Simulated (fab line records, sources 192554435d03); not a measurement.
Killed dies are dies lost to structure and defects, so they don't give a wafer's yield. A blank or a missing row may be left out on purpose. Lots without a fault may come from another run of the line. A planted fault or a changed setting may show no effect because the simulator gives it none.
fab line records | flow n5_finfet
record lots=14 wafers=40 last_day=19
route steps=1938 shown BEOL_M2@916 BEOL_M3@931 BEOL_M4@1111
lots that met no fault: from a run of the same line without faults
start_h: hours from the record's first day to the start of the lot's first wafer shown | wait_h: hours since the lot's step before | " the same as in the row above | L1.1+2: a row that stands for several wafers | - no value, or no start given | * or withheld: withheld | < > ~ a bound
route shown NAME@n: a module of which the file shows steps, and the number in the route of the first | usual: mean/standard deviation of fault-free wafers | same: alike in all rows | chamber/n: place in a boat | sites: the reading at each site | _std_site: their standard deviation | _edge_site: outer sites' mean less inner sites' | radius_mm: how far each site lies from the wafer's centre | mask NAME#n: copy n | behind: the tool/chamber that last shaped the wafer | hold: why the lot was held/for how many hours/how that ended | device: the transistor (n, p or np) that didn't switch | end of line: the same wafers' tests at the end of the route | a step without rows: its recipe alone | killed: dies lost to structure and defects at the first sort, not the wafer's yield | map: a wafer's dies, x killed, . not, _ none there
set.NAME: the setting as run; set.NAME@STEP: as run at that earlier step | model.NAME: the simulator's own value behind a step, which no gauge read
steps of the route over a sample of lots; a table a step, a row a wafer
services: from which hour (start_h, from the record's first day; less than 0 if before it) a tool's chamber was out of use, for how many hours, and why
## steps
# step N5_BEOL_M2_SPUTTER_92
# recipe material=Cu target_thk_a=45 temp_c=-20 chamber_pressure_pa=0.07 power_w=withheld time_s=8.29
# usual throttle_valve_pct=30.3/1.2
# columns lot.wafer tool chamber start_h wait_h throttle_valve_pct
L249.1 pvd_sputter-02 - 151.61 0.1 29.0
L249.2 " - " " 29.7
L249.5 " - " " 28.9
L251.1 pvd_sputter-02 - 158.62 0.1 29.0
L251.5 " - " " 28.9
L251.6 " - " " 29.0
L252.1 pvd_sputter-03 - 159.14 0.1 30.5
L252.3 " - " " 31.2
L252.6 " - " " 30.3
L253.3 pvd_sputter-01 - 177.64 0.1 31.2
L253.4 " - " " 31.1
L253.6 " - " " 31.2
L254.3 pvd_sputter-01 - 187.08 0.1 31.1
L254.4 " - " " 30.2
L254.5 " - " " 31.1
L255.2 pvd_sputter-02 - 188.51 0.1 28.5
L255.4 " - " " 29.2
L255.5 " - " " 29.7
L256.1 pvd_sputter-01 - 188.92 0.1 31.3
L256.2 " - " " 31.2
L256.5 " - " " 30.9
L258.2 pvd_sputter-02 - 206.04 0.1 29.4
L258.4 " - " " 28.9
L258.6 " - " " 29.5
L261.1 pvd_sputter-03 - 233.55 0.1 32.8
L261.2 " - " " 30.4
L261.3 " - " " 29.5
L268.2 pvd_sputter-02 - 273.96 0.1 28.8
L268.3 " - " " 29.3
L268.6 " - " " 29.1
L265.2 pvd_sputter-03 - 275.92 0.1 30.8
L265.4 " - " " 29.6
L269.2 pvd_sputter-03 - 277.80 0.1 33.1
L269.3 " - " " 31.2
L269.4 " - " " 30.5
L266.4 pvd_sputter-03 - 279.68 0.1 29.4
L266.5 " - " " 32.7
L266.6 " - " " 29.7
L271.2 pvd_sputter-03 - 299.60 0.1 29.7
L271.3 " - " " 30.7
# step N5_BEOL_M2_ANNEAL_95
# recipe temp_c=400 time_s=240 ambient=vacuum
# usual heater_power_w=833/76
# columns lot.wafer tool chamber start_h wait_h heater_power_w
L249.1 pvd_sputter-02 - 151.91 0.0 822
L249.2 " - " " 926
L249.5 " - " " 817
L251.1 pvd_sputter-02 - 158.92 0.0 817
L251.5 " - " " 812
L251.6 " - " " 801
L252.1 pvd_sputter-03 - 159.74 0.1 841
L252.3 " - " " 761
L252.6 " - " " 853
L253.3 pvd_sputter-01 - 177.94 0.0 714
L253.4 " - " " 856
L253.6 " - " " 919
L254.3 pvd_sputter-01 - 187.38 0.0 867
L254.4 " - " " 868
L254.5 " - " " 700
L255.2 pvd_sputter-02 - 188.81 0.0 815
L255.4 " - " " 812
L255.5 " - " " 885
L256.1 pvd_sputter-01 - 189.22 0.0 719
L256.2 " - " " 877
L256.5 " - " " 884
L258.2 pvd_sputter-02 - 206.34 0.0 891
L258.4 " - " " 809
L258.6 " - " " 802
L261.1 pvd_sputter-03 - 233.85 0.0 959
L261.2 " - " " 822
L261.3 " - " " 737
L268.2 pvd_sputter-02 - 274.26 0.0 823
L268.3 " - " " 789
L268.6 " - " " 821
L265.2 pvd_sputter-03 - 276.22 0.0 741
L265.4 " - " " 733
L269.2 pvd_sputter-03 - 278.10 0.0 995
L269.3 " - " " 781
L269.4 " - " " 826
L266.4 pvd_sputter-03 - 279.98 0.0 725
L266.5 " - " " 971
L266.6 " - " " 739
L271.2 pvd_sputter-03 - 299.90 0.0 752
L271.3 " - " " 829
# step N5_BEOL_M2_THK_MEAS_53
# recipe thk_meas_gauge=xrf reads=Cu_of_BEOL_M2_ECD_50
# usual M2_THK=40.5/1.4
# columns lot.wafer tool chamber start_h wait_h M2_THK[nm]
L249.1 film_metro-01 - 152.85 - 40.8
L249.2 " - " " 38.2
L249.5 " - " " 39.6
L251.1 film_metro-01 - 159.84 - 39.1
L251.5 " - " " 42.4
L251.6 " - " " 37.9
L252.1 film_metro-01 - 160.89 - 39.4
L252.3 " - " " 37.8
L252.6 " - " " 37.7
L253.3 film_metro-01 - 178.86 - 41.8
L253.4 " - " " 41.1
L253.6 " - " " 39.9
L254.3 film_metro-01 - 188.34 - 40.9
L254.4 " - " " 43.0
L254.5 " - " " 40.8
L255.2 film_metro-01 - 189.74 - 39.6
L255.4 " - " " 41.3
L255.5 " - " " 40.5
L256.1 film_metro-02 - 190.16 - 40.9
L256.2 " - " " 41.1
L256.5 " - " " 39.1
L258.2 film_metro-01 - 207.27 - 42.0
L258.4 " - " " 40.5
L258.6 " - " " 40.4
L261.1 film_metro-02 - 235.07 - 40.6
L261.2 " - " " 39.9
L261.3 " - " " 42.0
L268.2 film_metro-01 - 275.18 - 39.9
L268.3 " - " " 38.5
L268.6 " - " " 38.9
L265.2 film_metro-02 - 277.15 - 40.5
L265.4 " - " " 42.1
L269.2 film_metro-02 - 279.03 - 41.2
L269.3 " - " " 41.8
L269.4 " - " " 42.0
L266.4 film_metro-02 - 280.92 - 39.2
L266.5 " - " " 44.1
L266.6 " - " " 40.4
L271.2 film_metro-02 - 300.83 - 42.7
L271.3 " - " " 38.5
# step N5_BEOL_M3_ILD_DEP_00
# recipe material=SiOC target_thk_a=790 temp_c=350 precursor=DEMS/O2 pressure_torr=5 rf_w=500 time_s=15.3
# usual heater_power_w=492/72 showerhead_plenum_p_Torr=5.697/0.014 throttle_valve_pct=12.1/0.52
# columns lot.wafer tool chamber start_h wait_h heater_power_w showerhead_plenum_p_Torr throttle_valve_pct
L249.1 pecvd-01 1 153.18 0.0 591 5.698 12.1
L249.2 " 0 " " 519 5.682 12.5
L249.5 " 1 " " 589 5.704 11.8
L251.1 pecvd-01 0 160.20 0.0 568 5.689 12.2
L251.5 " 1 " " 499 5.710 11.9
L251.6 " 2 " " 461 5.697 11.7
L252.1 pecvd-02 1 161.21 0.0 569 5.696 11.7
L252.3 " 0 " " 364 5.703 12.9
L252.6 " 0 " " 354 5.703 12.4
L253.3 pecvd-01 0 179.19 0.0 566 5.689 12.4
L253.4 " 2 " " 470 5.713 11.5
L253.6 " 1 " " 571 5.703 11.7
L254.3 pecvd-02 0 188.66 0.0 385 5.699 12.5
L254.4 " 2 " " 418 5.700 11.2
L254.5 " 0 " " 377 5.713 12.4
L255.2 pecvd-02 0 190.06 0.0 421 5.700 12.9
L255.4 " 2 " " 428 5.702 11.2
L255.5 " 0 " " 415 5.695 12.6
L256.1 pecvd-01 2 190.48 0.0 444 5.714 11.8
L256.2 " 0 " " 532 5.690 12.3
L256.5 " 1 " " 491 5.726 11.7
L258.2 pecvd-01 0 207.59 0.0 562 5.679 12.3
L258.4 " 0 " " 555 5.685 12.3
L258.6 " 2 " " 368 5.708 12.0
L261.1 pecvd-01 2 235.42 0.0 446 5.722 11.6
L261.2 " 0 " " 551 5.678 12.1
L261.3 " 0 " " 550 5.680 12.1
L268.2 pecvd-02 2 275.51 0.0 435 5.693 11.7
L268.3 " 0 " " 381 5.708 13.0
L268.6 " 1 " " 546 5.714 12.2
L265.2 pecvd-02 2 277.47 0.0 456 5.686 11.5
L265.4 " 2 " " 454 5.701 11.3
L269.2 pecvd-02 2 279.35 0.0 416 5.687 11.4
L269.3 " 0 " " 407 5.693 12.7
L269.4 " 2 " " 404 5.704 11.3
L266.4 pecvd-02 2 281.25 0.1 414 5.685 11.6
L266.5 " 0 " " 391 5.690 12.7
L266.6 " 1 " " 499 5.706 12.2
L271.2 pecvd-04 2 301.15 0.0 520 5.717 11.8
L271.3 " 1 " " 542 5.711 12.5
# step N5_BEOL_M3_THK_MEAS_01
# recipe reads=SiOC_of_BEOL_M3_ILD_DEP_00
# usual M3_ILD_THK=78.8/1.1
# columns lot.wafer tool chamber start_h wait_h M3_ILD_THK[nm]
L249.1 film_metro-02 - 153.25 0.0 78.9
L249.2 " - " " 78.1
L249.5 " - " " 79.6
L251.1 film_metro-01 - 160.26 0.0 76.5
L251.5 " - " " 80.8
L251.6 " - " " 78.6
L252.1 film_metro-02 - 161.28 0.0 79.3
L252.3 " - " " 78.4
L252.6 " - " " 79.3
L253.3 film_metro-01 - 179.25 0.1 78.7
L253.4 " - " " 79.6
L253.6 " - " " 80.9
L254.3 film_metro-01 - 188.73 0.1 78.1
L254.4 " - " " 79.1
L254.5 " - " " 79.0
L255.2 film_metro-01 - 190.13 0.1 77.5
L255.4 " - " " 79.0
L255.5 " - " " 78.8
L256.1 film_metro-02 - 190.55 0.0 77.6
L256.2 " - " " 77.5
L256.5 " - " " 81.1
L258.2 film_metro-02 - 207.66 0.1 78.5
L258.4 " - " " 50.7
L258.6 " - " " 79.1
L261.1 film_metro-02 - 235.51 0.1 78.7
L261.2 " - " " 77.0
L261.3 " - " " 50.3
L268.2 film_metro-01 - 275.57 0.1 77.4
L268.3 " - " " 76.9
L268.6 " - " " 79.9
L265.2 film_metro-02 - 277.54 0.1 76.8
L265.4 " - " " 78.4
L269.2 film_metro-02 - 279.42 0.1 77.8
L269.3 " - " " 77.9
L269.4 " - " " 78.4
L266.4 film_metro-01 - 281.31 0.0 79.5
L266.5 " - " " 78.9
L266.6 " - " " 80.9
L271.2 film_metro-02 - 301.22 0.1 79.7
L271.3 " - " " 79.0
# step N5_BEOL_M4_RC_MEAS_101
# usual DIBL_N=37.2/2.1 DIBL_P=37.3/2.3 IOFF_N=0.18/0.041 IOFF_P=0.24/0.042 ION_N=680/13 ION_P=466/7.7 SS_N=71.8/0.68 SS_P=73.5/0.66 VT_N=249/3.6 VT_P=-248/3.4
# columns lot.wafer tool chamber start_h wait_h DIBL_N[mV/V] DIBL_P[mV/V] IOFF_N[nA/um] IOFF_P[nA/um] ION_N[uA/um] ION_P[uA/um] SS_N[mV/dec] SS_P[mV/dec] VT_N[mV] VT_P[mV]
L249.1 prober-01 0 185.02 0.0 34.4 34.0 0.15 0.20 677 472 70.9 73.2 249 -249
L249.2 " 0 " " 33.4 33.2 0.13 0.17 665 455 70.7 73.0 250 -254
L249.5 " 0 " " 35.9 36.3 0.18 0.23 684 463 71.7 73.2 245 -247
L251.1 prober-01 0 193.23 0.0 39.2 39.5 0.23 0.27 705 473 71.8 74.0 243 -247
L251.5 " 0 " " 38.1 37.7 0.19 0.23 689 468 72.9 73.8 248 -252
L251.6 " 0 " " 39.9 41.7 0.27 0.32 712 482 72.1 74.1 242 -243
L252.1 prober-02 0 202.25 0.0 37.4 34.9 0.14 0.19 667 458 71.9 73.1 251 -251
L252.3 " 0 " " 38.0 36.7 0.16 0.21 666 458 71.9 73.1 249 -251
L252.6 " 0 " " 35.2 31.8 0.11 0.15 652 450 70.9 71.9 257 -256
L253.3 prober-02 0 205.13 0.3 39.4 39.2 0.25 0.30 694 472 72.9 73.9 243 -246
L253.4 " 0 " " 35.0 33.6 0.14 0.21 656 460 71.2 72.8 252 -249
L253.6 " 0 " " 35.1 34.5 0.15 0.23 679 471 70.9 73.0 248 -248
L254.3 prober-02 0 210.05 0.3 34.4 33.7 0.13 0.19 676 468 71.2 73.0 254 -252
L254.4 " 0 " " 35.4 35.4 0.14 0.21 668 460 71.7 72.4 252 -248
L254.5 " 0 " " 35.9 35.8 0.15 0.22 673 464 71.1 73.9 248 -246
L255.2 prober-01 0 210.66 0.2 35.8 37.3 0.16 0.21 681 466 70.9 72.9 252 -251
L255.4 " 0 " " 37.4 38.3 0.17 0.22 670 460 71.6 73.8 250 -252
L255.5 " 0 " " 35.7 36.9 0.15 0.19 680 468 71.0 73.2 251 -253
L256.1 prober-01 0 211.60 0.0 34.2 34.9 0.13 0.18 669 460 71.1 72.9 252 -253
L256.2 " 0 " " 36.8 37.7 0.17 0.24 677 465 71.3 73.5 246 -247
L256.5 " 0 " " 38.3 39.7 0.22 0.27 696 475 72.6 73.5 242 -247
L258.2 prober-02 0 232.49 0.2 34.7 33.7 0.13 0.19 662 458 70.9 71.9 251 -248
L258.6 " 0 " " 35.5 35.8 0.15 0.24 671 467 71.3 73.0 251 -245
L261.1 prober-02 0 254.97 0.0 40.0 39.4 0.23 0.28 675 465 73.4 73.5 246 -245
L261.2 " 0 " " 37.1 37.3 0.16 0.25 670 464 72.4 72.5 252 -247
L265.2 prober-01 0 305.43 0.2 39.4 40.3 0.22 0.30 684 479 73.5 74.3 247 -246
L265.4 " 0 " " 39.5 40.7 0.21 0.31 675 470 72.4 74.2 250 -244
L268.2 prober-02 0 313.11 0.2 38.3 36.8 0.17 0.22 676 462 71.4 73.8 248 -248
L268.3 " 0 " " 37.0 34.8 0.15 0.20 687 465 71.8 72.7 250 -249
L268.6 " 0 " " 36.4 35.6 0.15 0.21 677 474 71.5 73.0 250 -249
L266.4 prober-01 0 316.76 0.5 36.4 38.7 0.18 0.25 686 472 72.6 73.6 246 -246
L266.5 " 0 " " 36.9 39.7 0.18 0.26 690 480 72.1 73.6 247 -245
L266.6 " 0 " " 35.1 37.1 0.15 0.23 674 469 72.0 73.0 250 -249
L269.2 prober-02 0 333.30 0.2 35.5 36.1 0.15 0.19 678 459 71.7 73.9 251 -252
L269.3 " 0 " " 36.6 37.3 0.17 0.22 667 457 71.9 74.1 248 -249
L269.4 " 0 " " 38.1 39.4 0.23 0.26 704 473 72.0 74.4 242 -248
L271.2 prober-02 0 336.04 0.2 37.5 36.9 0.18 0.25 675 466 72.0 73.6 251 -249
L271.3 " 0 " " 38.1 37.8 0.20 0.27 677 463 72.2 74.2 248 -245
## services
# columns tool chamber start_h hours kind
pecvd-02 - 127.83 1.1 repair
pecvd-02 - 157.55 0.9 repair
pecvd-04 0 158.87 5.5 scheduled_down
pvd_sputter-02 - 189.66 6.6 repair
pecvd-04 2 221.37 2.1 scheduled_down
pecvd-01 1 223.94 2.1 scheduled_down
pecvd-01 1 231.76 22.7 repair
pecvd-02 - 264.28 5.5 pm
pvd_sputter-03 - 294.50 0.8 repair
## key
first_sign step=N5_BEOL_M3_THK_MEAS_01 reading=M3_ILD_THK direction=down sigmas=26 usual=78.8 struck=50.5
effect none on later readings
met_at N5_BEOL_M3_ILD_DEP_00
struck_lots L258,L261
struck_wafers L258.4,L261.3
later_rows_left_out L258.4,L261.3
sort_left_out L258.4,L261.3
not_acting_at N5_BEOL_M2_SPUTTER_92,N5_BEOL_M2_ANNEAL_95,N5_BEOL_M2_THK_MEAS_53
onset_between 190.48 207.59
fault kind=process_parameter_drift tool=pecvd-01 chamber=- onset_h=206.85 steps=N5_BEOL_M3_ILD_DEP_00 channel=time_s offset=* shape=step end_h=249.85 scope=struck_wafers_only acts_in=* stated=*
# sort_left_out: the simulated sort isn't trusted on such a fault, so these wafers' sort isn't shown, and their yield isn't known
# later_rows_left_out: the simulator's readings of these wafers behind a module that went badly wrong aren't trusted and aren't shown, but for the sort
